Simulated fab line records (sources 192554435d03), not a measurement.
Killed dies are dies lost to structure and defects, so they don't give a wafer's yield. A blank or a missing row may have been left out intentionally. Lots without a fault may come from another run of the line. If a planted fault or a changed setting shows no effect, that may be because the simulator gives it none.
fab line records | flow n5Finfet | part 1 of 2: steps 1 to 22 of 29
record lots=5 | wafers=15 | lastDay=21
route steps=1938 shown FIN_SAQP@93
lots that met no fault: taken from a fault-free run of the same line
startH: the number of hours between the record's first day and the start of the first shown wafer of the lot | waitH: hours since the lot's step before | " repeats the value in the row above | L1.1+2: a single row standing in for several wafers | - no value present, or no start provided | * or withheld: withheld | < > ~ a bound
route shown NAME@n: names a module that has steps shown in the file, with the first one's number in the route | usual: mean and standard deviation over wafers with no fault | same: alike in all rows | chamber/n: place in a boat | sites: the reading at each site | _std_site: their standard deviation | _edge_site: the outer-site mean with the inner-site mean subtracted | radiusMm: for every site, how far away it sits from the centre of the wafer | mask NAME#n: copy n | behind: the last tool/chamber to shape the wafer | hold: reason for holding the lot/hours on hold/outcome of the hold | device: whichever transistor did not switch (one of n, p or np) | end of line: tests of these same wafers at the route's end | for a step that has no rows: nothing shown but its recipe | killed: the dies lost at the first sort to structure and to defects; this is not the yield of the wafer | map: per-die view of a wafer (x killed, . not killed, _ where there is no die)
set.NAME: the setting the step ran with; set.NAME@STEP: the setting that earlier step ran with | model.NAME: the simulator's own value behind a step, which no gauge read
lots at some steps of the route; a table a step, a row a wafer
services: when a tool's chamber went out of use (startH, in hours from the record's first day, below 0 if earlier), for how many hours, and the reason
## steps
# step N5_FIN_SAQP_SRD_01
# recipe dry=ipaMarangoni | timeS=30 | tempC=23 | rinseLiquid=diw
lot.wafer  | tool        | chamber | startH | waitH
L074.1+2+5 | wetBench-05 | 0,6,1   | 20.00  | 0.0
L085.4+5+6 | wetBench-06 | 3,6,4   | 86.12  | 0.0
L087.1+4+6 | wetBench-06 | 3,4,2   | 98.41  | 0.0
L089.1+3+5 | wetBench-06 | 6,0,2   | 110.45 | 0.0
L095.1+4+6 | wetBench-02 | 7,2,5   | 146.47 | 0.0
# step N5_FIN_SAQP_ALD_61
# recipe material=SiO2 | targetThkA=40 | tempC=300 | aldPrecursorFamily=BDEAS | aldCoReactant=O2-plasma | pulseTimeS=1 | purgeTimeS=2 | coReactantPurgeTimeS=2 | aldCycles=43 | pressureTorr=2
# usual heaterPowerW=460/50 | precursorPulseHeightRel=0.998/0.021
lot.wafer | tool      | chamber | startH | waitH | heaterPowerW | precursorPulseHeightRel
L074.1    | aldSin-01 | 1       | 20.04  | 0.0   | 544          | 0.974
L074.2    | "         | 3       | "      | "     | 430          | 0.994
L074.5    | "         | 2       | "      | "     | 433          | 0.981
L085.4    | aldSin-01 | 3       | 87.05  | 0.9   | 420          | 1.026
L085.5    | "         | 3       | "      | "     | 415          | 0.974
L085.6    | "         | 2       | "      | "     | 444          | 0.948
L087.1    | aldSin-03 | 0       | 99.23  | 0.8   | 363          | 0.967
L087.4    | "         | 2       | "      | "     | 544          | 1.002
L087.6    | "         | 0       | "      | "     | 355          | 0.985
L089.1    | aldSin-01 | 0       | 110.50 | 0.0   | 464          | 0.978
L089.3    | "         | 3       | "      | "     | 433          | 1.029
L089.5    | "         | 0       | "      | "     | 460          | 1.012
L095.1    | aldSin-03 | 0       | 147.33 | 0.9   | 374          | 0.986
L095.4    | "         | 3       | "      | "     | 468          | 1.004
L095.6    | "         | 2       | "      | "     | 520          | 1.036
# step N5_FIN_SAQP_DENSIFY_62
# recipe tempC=700 | timeS=60 | ambient=N2 | idleTempC=600 | rampUpCPerS=150 | rampDownCPerS=60 | coolToC=600
# usual lampPowerPct=9.86/0.05 | lamp_zone_1_pct=9.847/0.0089 | lamp_zone_3_pct=9.847/0.009 | lamp_zone_6_pct=9.772/0.0097 | wafer_temp_C_max=703.3/0.62
lot.wafer | tool         | chamber | startH | waitH | lampPowerPct | lamp_zone_1_pct | lamp_zone_3_pct | lamp_zone_6_pct | wafer_temp_C_max
L074.1    | rtpAnneal-02 | 0       | 20.24  | 0.1   | 9.80         | 9.837           | 9.843           | 9.770           | 702.6
L074.2    | "            | 0       | "      | "     | 9.88         | 9.853           | 9.847           | 9.764           | 702.6
L074.5    | "            | 0       | "      | "     | 9.81         | 9.833           | 9.844           | 9.754           | 703.0
L085.4    | rtpAnneal-02 | 0       | 87.44  | 0.3   | 9.77         | 9.853           | 9.844           | 9.789           | 702.9
L085.5    | "            | 0       | "      | "     | 9.80         | 9.850           | 9.850           | 9.758           | 703.7
L085.6    | "            | 0       | "      | "     | 9.78         | 9.850           | 9.837           | 9.768           | 702.8
L087.1    | rtpAnneal-02 | 0       | 99.43  | 0.1   | 9.94         | 9.845           | 9.848           | 9.778           | 704.6
L087.4    | "            | 0       | "      | "     | 9.84         | 9.867           | 9.841           | 9.782           | 702.9
L087.6    | "            | 0       | "      | "     | 9.91         | 9.854           | 9.849           | 9.783           | 704.2
L089.1    | rtpAnneal-01 | 0       | 110.70 | 0.1   | 9.80         | 9.853           | 9.865           | 9.781           | 703.2
L089.3    | "            | 0       | "      | "     | 9.86         | 9.842           | 9.850           | 9.766           | 703.6
L089.5    | "            | 0       | "      | "     | 9.85         | 9.850           | 9.847           | 9.755           | 702.9
L095.1    | rtpAnneal-02 | 0       | 147.64 | 0.2   | 9.84         | 9.849           | 9.857           | 9.764           | 703.0
L095.4    | "            | 0       | "      | "     | 9.97         | 9.856           | 9.852           | 9.764           | 702.3
L095.6    | "            | 0       | "      | "     | 9.73         | 9.850           | 9.835           | 9.773           | 702.9
# step N5_FIN_SAQP_HM_DEP_03
# recipe material=SiNx | targetThkA=380 | tempC=400 | precursor=SiH4/NH3/N2 | pressureTorr=1.5 | rfW=300 | timeS=33.6
# usual heaterPowerW=781/97 | showerheadPlenumPTorr=5.12/0.068 | throttleValvePct=39.5/2.5
lot.wafer | tool     | chamber | startH | waitH | heaterPowerW | showerheadPlenumPTorr | throttleValvePct
L074.1    | pecvd-01 | 1       | 20.46  | 0.2   | 848          | 5.21                  | 40.9
L074.2    | "        | 2       | "      | "     | 845          | 5.02                  | 37.4
L074.5    | "        | 0       | "      | "     | 837          | 5.02                  | 41.8
L085.4    | pecvd-04 | 0       | 87.59  | 0.1   | 950          | 5.11                  | 38.9
L085.5    | "        | 2       | "      | "     | 776          | 5.13                  | 36.2
L085.6    | "        | 1       | "      | "     | 708          | 5.18                  | 44.9
L087.1    | pecvd-02 | 1       | 99.64  | 0.2   | 778          | 5.17                  | 41.0
L087.4    | "        | 1       | "      | "     | 777          | 5.19                  | 41.2
L087.6    | "        | 2       | "      | "     | 614          | 5.08                  | 35.5
L089.1    | pecvd-04 | 0       | 110.92 | 0.2   | 887          | 5.10                  | 38.9
L089.3    | "        | 2       | "      | "     | 776          | 5.14                  | 36.4
L089.5    | "        | 0       | "      | "     | 849          | 5.11                  | 39.0
L095.1    | pecvd-01 | 2       | 147.85 | 0.2   | 834          | 5.00                  | 38.0
L095.4    | "        | 0       | "      | "     | 828          | 5.01                  | 42.4
L095.6    | "        | 2       | "      | "     | 845          | 5.01                  | 37.5
# step N5_FIN_SAQP_THK_MEAS_05
# usual thkNm=38.2/0.56
lot.wafer | tool         | chamber | startH | waitH | thkNm
L074.1    | filmMetro-02 | -       | 20.55  | 0.1   | 38.4
L074.2    | "            | -       | "      | "     | 38.1
L074.5    | "            | -       | "      | "     | 38.7
L085.4    | filmMetro-02 | -       | 87.65  | 0.0   | 38.4
L085.5    | "            | -       | "      | "     | 38.4
L085.6    | "            | -       | "      | "     | 38.2
L087.1    | filmMetro-01 | -       | 99.73  | 0.1   | 38.4
L087.4    | "            | -       | "      | "     | 39.0
L087.6    | "            | -       | "      | "     | 38.6
L089.1    | filmMetro-02 | -       | 111.00 | 0.1   | 37.6
L089.3    | "            | -       | "      | "     | 37.3
L089.5    | "            | -       | "      | "     | 37.8
L095.1    | filmMetro-02 | -       | 147.94 | 0.1   | 38.1
L095.4    | "            | -       | "      | "     | 39.0
L095.6    | "            | -       | "      | "     | 38.8
# step N5_FIN_SAQP_PECVD_47
# recipe material=a-Si | targetThkA=450 | tempC=400 | precursor=SiH4/He | pressureTorr=3 | rfW=100 | timeS=36.3
# usual heaterPowerW=850/100 | showerheadPlenumPTorr=5.65/0.053 | throttleValvePct=18.1/1.2
lot.wafer | tool     | chamber | startH | waitH | heaterPowerW | showerheadPlenumPTorr | throttleValvePct
L074.1    | pecvd-04 | 0       | 20.58  | 0.0   | 925          | 5.65                  | 17.7
L074.2    | "        | 2       | "      | "     | 869          | 5.66                  | 16.6
L074.5    | "        | 2       | "      | "     | 872          | 5.67                  | 16.3
L085.4    | pecvd-04 | 1       | 87.71  | 0.1   | 753          | 5.71                  | 20.4
L085.5    | "        | 2       | "      | "     | 806          | 5.67                  | 16.6
L085.6    | "        | 0       | "      | "     | 1017         | 5.65                  | 17.7
L087.1    | pecvd-04 | 0       | 99.77  | 0.0   | 969          | 5.63                  | 17.7
L087.4    | "        | 2       | "      | "     | 807          | 5.67                  | 16.4
L087.6    | "        | 1       | "      | "     | 843          | 5.70                  | 20.5
L089.1    | pecvd-02 | 0       | 111.04 | 0.0   | 737          | 5.63                  | 17.5
L089.3    | "        | 1       | "      | "     | 941          | 5.70                  | 18.6
L089.5    | "        | 1       | "      | "     | 948          | 5.69                  | 18.4
L095.1    | pecvd-02 | 1       | 147.98 | 0.0   | 905          | 5.69                  | 18.8
L095.4    | "        | 0       | "      | "     | 800          | 5.64                  | 17.6
L095.6    | "        | 1       | "      | "     | 882          | 5.71                  | 18.7
# step N5_FIN_SAQP_PECVD_48
# recipe material=SiNx | targetThkA=250 | tempC=400 | precursor=SiH4/NH3/N2 | pressureTorr=1.5 | rfW=300 | timeS=22.1
# usual heaterPowerW=782/90 | showerheadPlenumPTorr=5.12/0.07 | throttleValvePct=39.7/2.7
lot.wafer | tool     | chamber | startH | waitH | heaterPowerW | showerheadPlenumPTorr | throttleValvePct
L074.1    | pecvd-04 | 0       | 20.62  | 0.0   | 807          | 5.10                  | 38.9
L074.2    | "        | 2       | "      | "     | 810          | 5.15                  | 36.3
L074.5    | "        | 2       | "      | "     | 788          | 5.14                  | 36.0
L085.4    | pecvd-04 | 1       | 87.75  | 0.0   | 681          | 5.18                  | 44.8
L085.5    | "        | 2       | "      | "     | 735          | 5.13                  | 36.5
L085.6    | "        | 0       | "      | "     | 832          | 5.10                  | 38.6
L087.1    | pecvd-04 | 0       | 99.81  | 0.0   | 861          | 5.11                  | 38.7
L087.4    | "        | 2       | "      | "     | 751          | 5.12                  | 36.6
L087.6    | "        | 1       | "      | "     | 802          | 5.19                  | 44.7
L089.1    | pecvd-02 | 0       | 111.08 | 0.0   | 655          | 5.10                  | 38.7
L089.3    | "        | 1       | "      | "     | 795          | 5.19                  | 41.0
L089.5    | "        | 1       | "      | "     | 809          | 5.18                  | 40.8
L095.1    | pecvd-02 | 1       | 148.02 | 0.0   | 877          | 5.18                  | 40.8
L095.4    | "        | 0       | "      | "     | 716          | 5.09                  | 39.1
L095.6    | "        | 1       | "      | "     | 896          | 5.18                  | 40.9
# step N5_FIN_SAQP_PECVD_06
# recipe material=a-Si | targetThkA=600 | tempC=400 | precursor=SiH4/He | pressureTorr=3 | rfW=100 | timeS=48.1
# usual heaterPowerW=853/100 | showerheadPlenumPTorr=5.65/0.05 | throttleValvePct=18.1/1.2
lot.wafer | tool     | chamber | startH | waitH | heaterPowerW | showerheadPlenumPTorr | throttleValvePct
L074.1    | pecvd-04 | 0       | 20.66  | 0.0   | 853          | 5.64                  | 17.7
L074.2    | "        | 2       | "      | "     | 886          | 5.66                  | 16.9
L074.5    | "        | 2       | "      | "     | 889          | 5.66                  | 16.7
L085.4    | pecvd-04 | 1       | 87.79  | 0.0   | 772          | 5.69                  | 20.5
L085.5    | "        | 2       | "      | "     | 817          | 5.66                  | 16.5
L085.6    | "        | 0       | "      | "     | 964          | 5.64                  | 17.6
L087.1    | pecvd-04 | 0       | 99.85  | 0.0   | 948          | 5.64                  | 17.9
L087.4    | "        | 2       | "      | "     | 767          | 5.66                  | 16.8
L087.6    | "        | 1       | "      | "     | 813          | 5.69                  | 20.5
L089.1    | pecvd-02 | 0       | 111.12 | 0.0   | 746          | 5.62                  | 17.7
L089.3    | "        | 1       | "      | "     | 919          | 5.69                  | 18.7
L089.5    | "        | 1       | "      | "     | 957          | 5.70                  | 18.6
L095.1    | pecvd-02 | 1       | 148.06 | 0.0   | 897          | 5.71                  | 18.6
L095.4    | "        | 0       | "      | "     | 830          | 5.63                  | 17.7
L095.6    | "        | 1       | "      | "     | 896          | 5.71                  | 19.0
# step N5_FIN_SAQP_THK_MEAS_07
# usual thkNm=60.1/0.79
lot.wafer | tool         | chamber | startH | waitH | thkNm
L074.1    | filmMetro-02 | -       | 20.75  | 0.1   | 58.5
L074.2    | "            | -       | "      | "     | 59.8
L074.5    | "            | -       | "      | "     | 61.8
L085.4    | filmMetro-01 | -       | 87.86  | 0.0   | 60.7
L085.5    | "            | -       | "      | "     | 60.8
L085.6    | "            | -       | "      | "     | 59.8
L087.1    | filmMetro-01 | -       | 99.94  | 0.1   | 58.5
L087.4    | "            | -       | "      | "     | 60.4
L087.6    | "            | -       | "      | "     | 59.9
L089.1    | filmMetro-02 | -       | 111.21 | 0.1   | 58.5
L089.3    | "            | -       | "      | "     | 59.0
L089.5    | "            | -       | "      | "     | 59.9
L095.1    | filmMetro-02 | -       | 148.15 | 0.1   | 59.8
L095.4    | "            | -       | "      | "     | 60.4
L095.6    | "            | -       | "      | "     | 60.7
# step N5_FIN_SAQP_HM_DEP_72
# recipe material=SiO2 | targetThkA=120 | tempC=400 | precursor=SiH4/N2O | pressureTorr=0.75 | rfW=275 | timeS=7.2
# usual heaterPowerW=810/89 | showerheadPlenumPTorr=8.09/0.16
lot.wafer | tool     | chamber | startH | waitH | heaterPowerW | showerheadPlenumPTorr
L074.1    | pecvd-01 | 1       | 20.79  | 0.0   | 929          | 8.30
L074.2    | "        | 2       | "      | "     | 916          | 7.89
L074.5    | "        | 1       | "      | "     | 912          | 8.30
L085.4    | pecvd-01 | 0       | 87.92  | 0.1   | 822          | 7.93
L085.5    | "        | 0       | "      | "     | 838          | 7.90
L085.6    | "        | 1       | "      | "     | 875          | 8.30
L087.1    | pecvd-02 | 1       | 99.97  | 0.0   | 770          | 8.21
L087.4    | "        | 1       | "      | "     | 786          | 8.22
L087.6    | "        | 0       | "      | "     | 708          | 8.03
L089.1    | pecvd-01 | 1       | 111.25 | 0.0   | 933          | 8.29
L089.3    | "        | 2       | "      | "     | 755          | 7.87
L089.5    | "        | 2       | "      | "     | 766          | 7.86
L095.1    | pecvd-04 | 1       | 148.19 | 0.0   | 802          | 8.24
L095.4    | "        | 0       | "      | "     | 922          | 8.05
L095.6    | "        | 1       | "      | "     | 790          | 8.22
# step N5_FIN_SAQP_COAT_49
# recipe resist=SOC | tempC=250 | timeS=60 | spinRpm=1500 | resistThkNm=100
# usual dispensePressureKPa=51.4/2.1 | spinSpeedRpm=1499.9/0.94
lot.wafer | tool          | chamber | startH | waitH | dispensePressureKPa | spinSpeedRpm
L074.1    | lithoTrack-02 | 0       | 20.87  | 0.1   | 50.9                | 1501.2
L074.2    | "             | 0       | "      | "     | 50.9                | 1501.0
L074.5    | "             | 0       | "      | "     | 50.9                | 1501.6
L085.4    | lithoTrack-01 | 0       | 87.99  | 0.1   | 54.9                | 1498.2
L085.5    | "             | 0       | "      | "     | 54.9                | 1502.0
L085.6    | "             | 0       | "      | "     | 54.9                | 1499.1
L087.1    | lithoTrack-01 | 0       | 100.05 | 0.1   | 54.9                | 1499.6
L087.4    | "             | 0       | "      | "     | 54.9                | 1499.7
L087.6    | "             | 0       | "      | "     | 54.9                | 1499.9
L089.1    | lithoTrack-02 | 0       | 111.35 | 0.1   | 50.9                | 1502.3
L089.3    | "             | 0       | "      | "     | 50.8                | 1501.0
L089.5    | "             | 0       | "      | "     | 50.9                | 1500.0
L095.1    | lithoTrack-01 | 0       | 148.26 | 0.1   | 54.9                | 1499.9
L095.4    | "             | 0       | "      | "     | 54.9                | 1500.9
L095.6    | "             | 0       | "      | "     | 54.9                | 1500.8
# step N5_FIN_SAQP_COAT_50
# recipe resist=SiARC | tempC=220 | timeS=60 | spinRpm=1500 | resistThkNm=35
# usual dispensePressureKPa=51.3/2.1 | spinSpeedRpm=1499.8/0.9
lot.wafer | tool          | chamber | startH | waitH | dispensePressureKPa | spinSpeedRpm
L074.1    | lithoTrack-02 | 0       | -      | -     | 50.9                | 1500.9
L074.2    | "             | 0       | "      | "     | 50.9                | 1500.2
L074.5    | "             | 0       | "      | "     | 50.9                | 1499.9
L085.4    | lithoTrack-01 | 0       | -      | -     | 54.8                | 1499.8
L085.5    | "             | 0       | "      | "     | 54.9                | 1499.7
L085.6    | "             | 0       | "      | "     | 54.8                | 1498.4
L087.1    | lithoTrack-01 | 0       | -      | -     | 54.9                | 1499.8
L087.4    | "             | 0       | "      | "     | 54.9                | 1499.0
L087.6    | "             | 0       | "      | "     | 54.8                | 1501.1
L089.1    | lithoTrack-02 | 0       | -      | -     | 50.8                | 1500.8
L089.3    | "             | 0       | "      | "     | 50.9                | 1500.7
L089.5    | "             | 0       | "      | "     | 50.9                | 1500.0
L095.1    | lithoTrack-01 | 0       | -      | -     | 54.9                | 1501.2
L095.4    | "             | 0       | "      | "     | 54.8                | 1499.5
L095.6    | "             | 0       | "      | "     | 54.8                | 1501.9
# step N5_FIN_SAQP_COAT_10
# recipe resist=CAR-ArF | spinRpm=1500 | resistThkNm=90
# usual dispensePressureKPa=51.3/2.1 | spinSpeedRpm=1500.0/0.94
lot.wafer | tool          | chamber | startH | waitH | dispensePressureKPa | spinSpeedRpm
L074.1    | lithoTrack-02 | 0       | -      | -     | 50.8                | 1499.2
L074.2    | "             | 0       | "      | "     | 50.8                | 1498.9
L074.5    | "             | 0       | "      | "     | 50.9                | 1500.1
L085.4    | lithoTrack-01 | 0       | -      | -     | 54.9                | 1499.5
L085.5    | "             | 0       | "      | "     | 54.9                | 1501.4
L085.6    | "             | 0       | "      | "     | 54.9                | 1498.6
L087.1    | lithoTrack-01 | 0       | -      | -     | 54.9                | 1500.9
L087.4    | "             | 0       | "      | "     | 54.8                | 1501.3
L087.6    | "             | 0       | "      | "     | 54.9                | 1498.6
L089.1    | lithoTrack-02 | 0       | -      | -     | 50.8                | 1501.0
L089.3    | "             | 0       | "      | "     | 50.8                | 1500.3
L089.5    | "             | 0       | "      | "     | 50.8                | 1499.9
L095.1    | lithoTrack-01 | 0       | -      | -     | 54.9                | 1499.6
L095.4    | "             | 0       | "      | "     | 54.9                | 1499.7
L095.6    | "             | 0       | "      | "     | 54.9                | 1498.3
# step N5_FIN_SAQP_EBR_12
# recipe solvent=PGMEA | ebrWidthMm=1.5
lot.wafer  | tool          | chamber | startH | waitH
L074.1+2+5 | lithoTrack-02 | 0       | -      | -
L085.4+5+6 | lithoTrack-01 | 0       | -      | -
L087.1+4+6 | lithoTrack-01 | 0       | -      | -
L089.1+3+5 | lithoTrack-02 | 0       | -      | -
L095.1+4+6 | lithoTrack-01 | 0       | -      | -
# step N5_FIN_SAQP_SOFTBAKE_11
# recipe tempC=110 | timeS=60 | resist=CAR-ArF
lot.wafer  | tool          | chamber | startH | waitH
L074.1+2+5 | lithoTrack-02 | 0       | -      | -
L085.4+5+6 | lithoTrack-01 | 0       | -      | -
L087.1+4+6 | lithoTrack-01 | 0       | -      | -
L089.1+3+5 | lithoTrack-02 | 0       | -      | -
L095.1+4+6 | lithoTrack-01 | 0       | -      | -
# step N5_FIN_SAQP_EXPOSE_13
# recipe maskId=FIN_CORE | na=1.35 | sourceShape=dipole | sigmaInner=0.538 | sigmaOuter=0.738 | polarization=te | targetCdNm=35.6 | doseMj=63.25
# usual focusOffsetNm=0.0/0.49
lot.wafer | tool           | chamber | startH | waitH | mask       | focusOffsetNm
L074.1    | arfiScanner-01 | 0       | 20.98  | -     | FIN_CORE#0 | -0.2
L074.2    | "              | 0       | "      | "     | FIN_CORE#0 | -0.1
L074.5    | "              | 0       | "      | "     | FIN_CORE#0 | -0.3
L085.4    | arfiScanner-03 | 0       | 88.26  | -     | FIN_CORE#0 | -1.3
L085.5    | "              | 0       | "      | "     | FIN_CORE#0 | -0.3
L085.6    | "              | 0       | "      | "     | FIN_CORE#0 | -0.6
L087.1    | arfiScanner-01 | 0       | 100.29 | -     | FIN_CORE#0 | 0.3
L087.4    | "              | 0       | "      | "     | FIN_CORE#0 | -1.0
L087.6    | "              | 0       | "      | "     | FIN_CORE#0 | -0.3
L089.1    | arfiScanner-03 | 0       | 111.47 | -     | FIN_CORE#0 | -0.1
L089.3    | "              | 0       | "      | "     | FIN_CORE#0 | -0.4
L089.5    | "              | 0       | "      | "     | FIN_CORE#0 | 0.3
L095.1    | arfiScanner-02 | 0       | 148.50 | -     | FIN_CORE#0 | -0.3
L095.4    | "              | 0       | "      | "     | FIN_CORE#0 | -0.2
L095.6    | "              | 0       | "      | "     | FIN_CORE#0 | -0.7
# step N5_FIN_SAQP_PEB_14
# recipe pebTempC=withheld | pebTimeS=60 | resist=CAR-ArF
lot.wafer  | tool          | chamber | startH | waitH
L074.1+2+5 | lithoTrack-01 | 0       | 21.04  | 0.1
L085.4+5+6 | lithoTrack-01 | 0       | 88.30  | 0.0
L087.1+4+6 | lithoTrack-03 | 0       | 100.35 | 0.1
L089.1+3+5 | lithoTrack-01 | 0       | 111.53 | 0.1
L095.1+4+6 | lithoTrack-03 | 0       | 148.56 | 0.1
# step N5_FIN_SAQP_DEVELOP_15
# recipe developTimeS=30 | developer=TMAH | resist=CAR-ArF | devTempC=23 | rinseLiquid=diw | dry=airSpin
lot.wafer  | tool          | chamber | startH | waitH
L074.1+2+5 | lithoTrack-01 | 0       | -      | -
L085.4+5+6 | lithoTrack-01 | 0       | -      | -
L087.1+4+6 | lithoTrack-03 | 0       | -      | -
L089.1+3+5 | lithoTrack-01 | 0       | -      | -
L095.1+4+6 | lithoTrack-03 | 0       | -      | -
# step N5_FIN_SAQP_CD_MEAS_16
# recipe targetCdNm=35.6 | landingEnergyEv=500 | detector=seInlens
# usual cdNm=35.6/0.42
lot.wafer | tool     | chamber | startH | waitH | cdNm
L074.1    | cdSem-02 | 0       | 21.11  | -     | 36.1
L074.2    | "        | 0       | "      | "     | 36.0
L074.5    | "        | 0       | "      | "     | 36.7
L085.4    | cdSem-02 | 0       | 88.37  | -     | 35.4
L085.5    | "        | 0       | "      | "     | 35.6
L085.6    | "        | 0       | "      | "     | 35.7
L087.1    | cdSem-01 | 0       | 100.42 | -     | 35.5
L087.4    | "        | 0       | "      | "     | 35.7
L087.6    | "        | 0       | "      | "     | 35.6
L089.1    | cdSem-01 | 0       | 111.59 | -     | 35.7
L089.3    | "        | 0       | "      | "     | 36.1
L089.5    | "        | 0       | "      | "     | 35.7
L095.1    | cdSem-02 | 0       | 148.63 | -     | 35.8
L095.4    | "        | 0       | "      | "     | 35.3
L095.6    | "        | 0       | "      | "     | 35.2
# step N5_FIN_SAQP_OVL_MEAS_17
# recipe pointsPerWafer=44
# usual FIN_CORE_OVL=0.1/0.73
lot.wafer | tool       | chamber | startH | waitH | FIN_CORE_OVL[nm]
L074.1    | overlay-02 | 0       | 21.15  | 0.0   | -0.6
L074.2    | "          | 0       | "      | "     | 0.0
L074.5    | "          | 0       | "      | "     | -0.3
L085.4    | overlay-02 | 0       | 88.40  | 0.0   | -0.8
L085.5    | "          | 0       | "      | "     | -0.9
L085.6    | "          | 0       | "      | "     | 0.8
L087.1    | overlay-01 | 0       | 100.46 | 0.0   | 0.9
L087.4    | "          | 0       | "      | "     | 0.8
L087.6    | "          | 0       | "      | "     | 0.6
L089.1    | overlay-01 | 0       | 111.63 | 0.0   | -0.5
L089.3    | "          | 0       | "      | "     | -0.8
L089.5    | "          | 0       | "      | "     | -0.6
L095.1    | overlay-01 | 0       | 148.67 | 0.0   | 0.5
L095.4    | "          | 0       | "      | "     | 0.3
L095.6    | "          | 0       | "      | "     | 1.5
# step N5_FIN_SAQP_INSPECT_18
# recipe mode=adi | inspectInstrument=brightfield
# usual rawDefectCount=422/120
lot.wafer | tool             | chamber | startH | waitH | rawDefectCount
L074.1    | defectInspect-02 | -       | 21.18  | 0.0   | 358
L074.2    | "                | -       | "      | "     | 278
L074.5    | "                | -       | "      | "     | 484
L085.4    | defectInspect-02 | -       | 88.43  | 0.0   | 357
L085.5    | "                | -       | "      | "     | 359
L085.6    | "                | -       | "      | "     | 390
L087.1    | defectInspect-02 | -       | 100.48 | 0.0   | 316
L087.4    | "                | -       | "      | "     | 379
L087.6    | "                | -       | "      | "     | 324
L089.1    | defectInspect-01 | -       | 111.66 | 0.0   | 283
L089.3    | "                | -       | "      | "     | 283
L089.5    | "                | -       | "      | "     | 314
L095.1    | defectInspect-01 | -       | 148.70 | 0.0   | 265
L095.4    | "                | -       | "      | "     | 366
L095.6    | "                | -       | "      | "     | 267
# step N5_FIN_SAQP_DESCUM_21
# recipe chemistry=O2 | timeS=7.9 | sourcePowerW=50 | biasPowerW=20 | pressureMtorr=20 | rfFrequencyHz=2.712e+07 | tempC=40 | resist=CAR-ArF | o2FlowSccm=225
# usual drypumpMotorCurrentA=5.6/0.52 | oesProductAu=0.78/0.088 | rfVppV=243.2/1.2 | showerheadPlenumPTorr=2.09/0.052 | throttleValvePct=20.19/0.22
lot.wafer | tool       | chamber | startH | waitH | drypumpMotorCurrentA | oesProductAu | rfHoursCounterH | rfVppV | showerheadPlenumPTorr | throttleValvePct
L074.1    | rieDiel-05 | 2       | 21.23  | 0.1   | 5.4                  | 0.80         | 104             | 242.5  | 2.10                  | 19.91
L074.2    | "          | 0       | "      | "     | 5.2                  | 0.85         | 58              | 243.0  | 2.12                  | 20.15
L074.5    | "          | 0       | "      | "     | 5.2                  | 0.86         | -               | 243.2  | 2.12                  | 20.15
L085.4    | rieDiel-04 | 3       | 88.46  | 0.0   | 6.5                  | 0.73         | 184             | 246.3  | 2.18                  | 20.25
L085.5    | "          | 3       | "      | "     | 6.5                  | 0.73         | -               | 244.0  | 2.18                  | 20.25
L085.6    | "          | 2       | "      | "     | 4.9                  | 0.76         | -               | 244.1  | 2.09                  | 19.86
L087.1    | rieDiel-05 | 1       | 100.52 | 0.0   | 6.4                  | 0.92         | 15              | 243.5  | 2.04                  | 19.89
L087.4    | "          | 3       | "      | "     | 5.3                  | 0.65         | 249             | 244.7  | 2.05                  | 20.47
L087.6    | "          | 2       | "      | "     | 5.4                  | 0.78         | -               | 242.8  | 2.09                  | 19.93
L089.1    | rieDiel-04 | 0       | 111.69 | 0.0   | 5.7                  | 0.69         | 210             | 243.8  | 2.07                  | 20.24
L089.3    | "          | 1       | "      | "     | 6.4                  | 0.93         | 14              | 243.6  | 2.12                  | 20.24
L089.5    | "          | 0       | "      | "     | 5.7                  | 0.69         | -               | 243.2  | 2.07                  | 20.23
L095.1    | rieDiel-01 | 2       | 148.73 | 0.0   | 5.3                  | 0.69         | 221             | 240.6  | 2.00                  | 20.34
L095.4    | "          | 3       | "      | "     | 5.6                  | 0.86         | 49              | 241.1  | 2.04                  | 19.99
L095.6    | "          | 1       | "      | "     | 5.1                  | 0.75         | -               | 244.6  | 2.19                  | 20.40
